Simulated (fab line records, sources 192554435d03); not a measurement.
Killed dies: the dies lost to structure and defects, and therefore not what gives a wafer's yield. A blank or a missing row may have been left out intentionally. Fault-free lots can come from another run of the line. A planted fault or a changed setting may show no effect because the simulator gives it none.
Which tool was responsible?    flow n5_finfet    10 lots, 26 wafers sampled, at 6 steps of a route of 1938

## WHAT THE GAUGES READ, wafer by wafer
N5_HKMG_FIN_INSPECT_14: inspects for defects (macro). Usual: raw_defect_count at 1.9, with a standard deviation of 1.5.
lot   measured     on                 raw_defect_count  flag
L551  day 4 11:37  defect_inspect-01  3 1               
L552  day 4 18:06  defect_inspect-02  3 2               
L553  day 4 23:22  defect_inspect-01  2 5               
L557  day 5 23:19  defect_inspect-01  7 2               
L564  day 7 16:11  defect_inspect-02  17 20 22          OFF
L565  day 7 21:07  defect_inspect-02  17 27 14          OFF
L566  day 8 02:09  defect_inspect-01  19 22 17          OFF
L571  day 9 10:01  defect_inspect-02  2 1 2             
L572  day 9 17:38  defect_inspect-01  2 1 3             
L573  day 9 20:02  defect_inspect-01  1 1 2             

N5_BEOL_M4_RC_MEAS_101. Usual: DIBL_N 37.5 mV/V, standard deviation 2; DIBL_P 37.5 mV/V, standard deviation 2.5; IOFF_N 0.18 nA/um, standard deviation 0.042; IOFF_P 0.24 nA/um, standard deviation 0.046; ION_N 677 uA/um, standard deviation 15; ION_P 464 uA/um, standard deviation 9.5; SS_N 72.0 mV/dec, standard deviation 0.76; SS_P 73.6 mV/dec, standard deviation 0.79; VT_N 249 mV, standard deviation 3.5; VT_P -249 mV, standard deviation 3.2.
lot   measured      on         DIBL_N (mV/V)   DIBL_P (mV/V)   IOFF_N (nA/um)  IOFF_P (nA/um)  ION_N (uA/um)  ION_P (uA/um)  SS_N (mV/dec)   SS_P (mV/dec)   VT_N (mV)    VT_P (mV)       flag
L551  day 8 02:11   prober-02  37.0 38.1       38.6 39.7       0.17 0.18       0.23 0.26       691 667        466 458        72.8 72.8       74.1 74.7       247 251      -251 -249       
L552  day 8 05:43   prober-01  34.7 38.8       34.3 37.2       0.14 0.21       0.18 0.21       698 670        476 459        71.2 73.5       72.8 73.6       254 247      -251 -253       
L553  day 8 13:19   prober-01  36.9 37.5       37.5 39.2       0.16 0.18       0.20 0.23       657 670        451 455        72.8 72.1       73.8 74.4       251 249      -256 -250       
L557  day 9 12:52   prober-02  36.8 38.7       37.1 38.1       0.14 0.19       0.24 0.25       645 679        448 464        70.6 71.8       73.9 73.3       254 247      -251 -249       
L571  day 13 06:29  prober-02  39.4 37.3 37.4  38.3 34.9 36.5  0.23 0.18 0.18  0.24 0.19 0.20  708 685 693    470 465 467    72.3 71.6 72.1  74.6 72.8 73.8  244 248 247  -249 -250 -251  
L572  day 13 17:25  prober-01  39.4 34.4 39.7  39.4 34.4 40.4  0.22 0.12 0.23  0.25 0.18 0.28  683 672 697    457 465 474    72.8 71.4 72.3  74.8 73.1 74.5  244 251 241  -249 -254 -249  
L573  day 13 19:04  prober-02  37.1 35.2 38.5  36.8 35.5 38.6  0.19 0.13 0.20  0.20 0.18 0.23  668 659 673    454 452 457    72.8 71.5 72.3  73.0 73.1 74.2  248 251 248  -253 -253 -249  

## WHAT TOOL EACH LOT RAN ON (gives the tool, then ch and the chambers of the sampled wafers, and finally the start)
lot   N5_HKMG_FIN_HK_ANNEAL_02         N5_HKMG_FIN_ETCH_54                N5_HKMG_FIN_STRIP_60                 N5_HKMG_FIN_CVD_62
L551  rtp_anneal-02 ch 0, day 4 07:28  rie_diel-05 ch 1,2, day 4 08:19    plasma_asher-01 ch 0,1, day 4 09:09  thermal_cvd_si-01 ch 1,2, day 4 10:00
L552  rtp_anneal-02 ch 0, day 4 13:55  rie_diel-04 ch 1,3, day 4 14:38    plasma_asher-01 ch 0, day 4 15:29    thermal_cvd_si-02 ch 0, day 4 16:29
L553  rtp_anneal-01 ch 0, day 4 19:07  rie_diel-06 ch 0,1, day 4 19:58    plasma_asher-02 ch 0,1, day 4 20:48  thermal_cvd_si-01 ch 1,2, day 4 21:39
L557  rtp_anneal-01 ch 0, day 5 19:11  rie_diel-06 ch 0,3, day 5 20:08    plasma_asher-02 ch 0, day 5 20:59    thermal_cvd_si-01 ch 0, day 5 21:50
L564  rtp_anneal-01 ch 0, day 7 12:03  rie_diel-06 ch 1,2, day 7 12:58    plasma_asher-02 ch 0,1, day 7 13:56  thermal_cvd_si-01 ch 0,2, day 7 14:40
L565  rtp_anneal-01 ch 0, day 7 17:02  rie_diel-05 ch 1,2, day 7 17:48    plasma_asher-02 ch 0,1, day 7 18:38  thermal_cvd_si-02 ch 0,1,2, day 7 19:29
L566  rtp_anneal-02 ch 0, day 7 22:11  rie_diel-05 ch 0,1,2, day 7 22:54  plasma_asher-02 ch 0,1, day 7 23:45  thermal_cvd_si-01 ch 1,2, day 8 00:35
L571  rtp_anneal-01 ch 0, day 9 05:32  rie_diel-06 ch 0,1,3, day 9 06:26  plasma_asher-01 ch 0,1, day 9 07:34  thermal_cvd_si-02 ch 1,2, day 9 08:25
L572  rtp_anneal-02 ch 0, day 9 12:37  rie_diel-04 ch 1,2,3, day 9 13:52  plasma_asher-01 ch 0,1, day 9 14:53  thermal_cvd_si-01 ch 0,2, day 9 15:44
L573  rtp_anneal-02 ch 0, day 9 15:41  rie_diel-05 ch 0,1,3, day 9 16:44  plasma_asher-01 ch 0,1, day 9 17:35  thermal_cvd_si-02 ch 0,1,2, day 9 18:26
- N5_HKMG_FIN_HK_ANNEAL_02: time 30 s.
- N5_HKMG_FIN_ETCH_54: etches SiARC in CF4, target depth 45.5 nm, time 75.8 s.
- N5_HKMG_FIN_STRIP_60: strips in N2/H2, time 360 s.
- N5_HKMG_FIN_CVD_62: deposits a-Si from Si2H6, target thk 3 nm, time 20.8 s.

## WHAT THE TOOLS THEMSELVES READ (means of the sampled wafers that have a number; where no wafer has one, the mark that the record gives instead)
N5_HKMG_FIN_HK_ANNEAL_02. Usual: lamp_power_pct 8.80 %, standard deviation 0.056; wafer_temp_C_max 702.9, standard deviation 0.7.
lot   tool           lamp_power_pct (%)  wafer_temp_C_max  flag
L551  rtp_anneal-02  8.82                703.2             
L552  rtp_anneal-02  8.73                701.8             
L553  rtp_anneal-01  8.78                702.2             
L557  rtp_anneal-01  8.84                703.1             
L564  rtp_anneal-01  8.84                703.6             
L565  rtp_anneal-01  8.82                702.9             
L566  rtp_anneal-02  8.80                703.3             
L571  rtp_anneal-01  8.79                702.5             
L572  rtp_anneal-02  8.83                702.6             
L573  rtp_anneal-02  8.82                702.8             

N5_HKMG_FIN_ETCH_54. Usual: drypump_motor_current_A 5.7 A, standard deviation 0.45; etch_rf_on_time_s 76 s, standard deviation 3.1; mfc_ar_sccm 100.01 sccm, standard deviation 0.28; oes_product_au 0.65 a.u., standard deviation 0.065; rf_vpp_V 184.5 V, standard deviation 1.2; showerhead_plenum_p_Torr 2.18 Torr, standard deviation 0.057; throttle_valve_pct 15.66 %, standard deviation 0.24.
lot   tool         drypump_motor_current_A (A)  etch_rf_on_time_s (s)  mfc_ar_sccm (sccm)  oes_product_au (a.u.)  rf_vpp_V (V)  showerhead_plenum_p_Torr (Torr)  throttle_valve_pct (%)  flag
L551  rie_diel-05  5.7                          74                     100.53              0.69                   186.7         2.25                             15.70                   
L552  rie_diel-04  5.2                          76                     100.12              0.60                   185.3         2.17                             15.86                   
L553  rie_diel-06  5.9                          81                     99.88               0.62                   184.1         2.16                             15.53                   
L557  rie_diel-06  5.8                          76                     100.18              0.67                   184.3         2.16                             15.62                   
L564  rie_diel-06  6.1                          78                     99.81               0.61                   184.9         2.16                             15.55                   
L565  rie_diel-05  6.0                          73                     99.78               0.68                   184.6         2.24                             15.68                   
L566  rie_diel-05  5.9                          74                     100.08              0.66                   185.3         2.23                             15.69                   
L571  rie_diel-06  5.9                          77                     100.20              0.62                   183.6         2.14                             15.71                   
L572  rie_diel-04  5.1                          76                     99.89               0.65                   185.2         2.16                             15.79                   
L573  rie_diel-05  5.6                          74                     99.77               0.75                   185.9         2.23                             15.45                   

N5_HKMG_FIN_STRIP_60. Usual: drypump_motor_current_A 5.52 A, standard deviation 0.27; h2_flow_sccm 3249 sccm, standard deviation 10; heater_power_w 459 W, standard deviation 27; n2_flow_sccm 1750 sccm, standard deviation 5.5; temp_c 299.98 C, standard deviation 0.19.
lot   tool             drypump_motor_current_A (A)  h2_flow_sccm (sccm)  heater_power_w (W)  n2_flow_sccm (sccm)  temp_c (C)  flag
L551  plasma_asher-01  5.56                         3246                 492                 1746                 299.87      
L552  plasma_asher-01  5.19                         3250                 486                 1752                 300.17      
L553  plasma_asher-02  5.47                         3264                 436                 1750                 300.09      
L557  plasma_asher-02  5.54                         3245                 448                 1746                 299.98      
L564  plasma_asher-02  -                            -                    -                   -                    -           OFF
L565  plasma_asher-02  -                            -                    -                   -                    -           OFF
L566  plasma_asher-02  -                            -                    -                   -                    -           OFF
L571  plasma_asher-01  5.69                         3248                 482                 1746                 299.79      
L572  plasma_asher-01  5.45                         3248                 486                 1754                 300.16      
L573  plasma_asher-01  5.71                         3252                 489                 1748                 300.09      

N5_HKMG_FIN_CVD_62. Usual: heater_power_outer_w 894 W, standard deviation 46; heater_power_w 1359 W, standard deviation 74.
lot   tool               heater_power_outer_w (W)  heater_power_w (W)  flag
L551  thermal_cvd_si-01  870                       1316                
L552  thermal_cvd_si-02  945                       1396                
L553  thermal_cvd_si-01  879                       1297                
L557  thermal_cvd_si-01  814                       1288                
L564  thermal_cvd_si-01  835                       1266                
L565  thermal_cvd_si-02  927                       1391                
L566  thermal_cvd_si-01  873                       1275                
L571  thermal_cvd_si-02  909                       1436                
L572  thermal_cvd_si-01  838                       1262                
L573  thermal_cvd_si-02  928                       1439                

## THE ANSWER, worked out from the rows above alone
Rule: a lot counts as off when the mean over its wafers that have a number is more than 3 standard deviations away from the usual mean. Also off: a lot with no number at a reading for which 4 or more lots have one. All remaining lots with rows at the step are treated as sound. The gauges are gone through in route order, then the tools' own readings, and for those a lot's mean is taken as printed above. The first step at which some lot is off is used, and at that step the reading that is off furthest; a lot without a number counts as furthest.
Off, at N5_HKMG_FIN_INSPECT_14 on raw_defect_count: L564, L565, L566.
A tool fits if, at a process step before that reading, it ran every lot that is off, and no sound lot after the first of them. The gauges at N5_HKMG_FIN_INSPECT_14 aren't tried: what is off there is off at N5_HKMG_FIN_STRIP_60 too, on other tools, and a gauge's error can't cause that. One fits: N5_HKMG_FIN_STRIP_60 on plasma_asher-02. Its last sound lot is L557 (day 5 20:59), its first lot that is off L564 (day 7 13:56): a fault that began between those two fits.
Blank at N5_HKMG_FIN_STRIP_60 on the lots that are off, where sound lots have numbers: drypump_motor_current_A, h2_flow_sccm, heater_power_w, n2_flow_sccm, temp_c.

## WHAT THE SIMULATOR PUT IN
Entire step skipped (plasma_asher-02, N5_HKMG_FIN_STRIP_60), from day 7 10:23 onward. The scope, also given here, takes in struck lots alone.
Struck lots among those shown: L564, L565, L566. The rule given above showed the same thing.
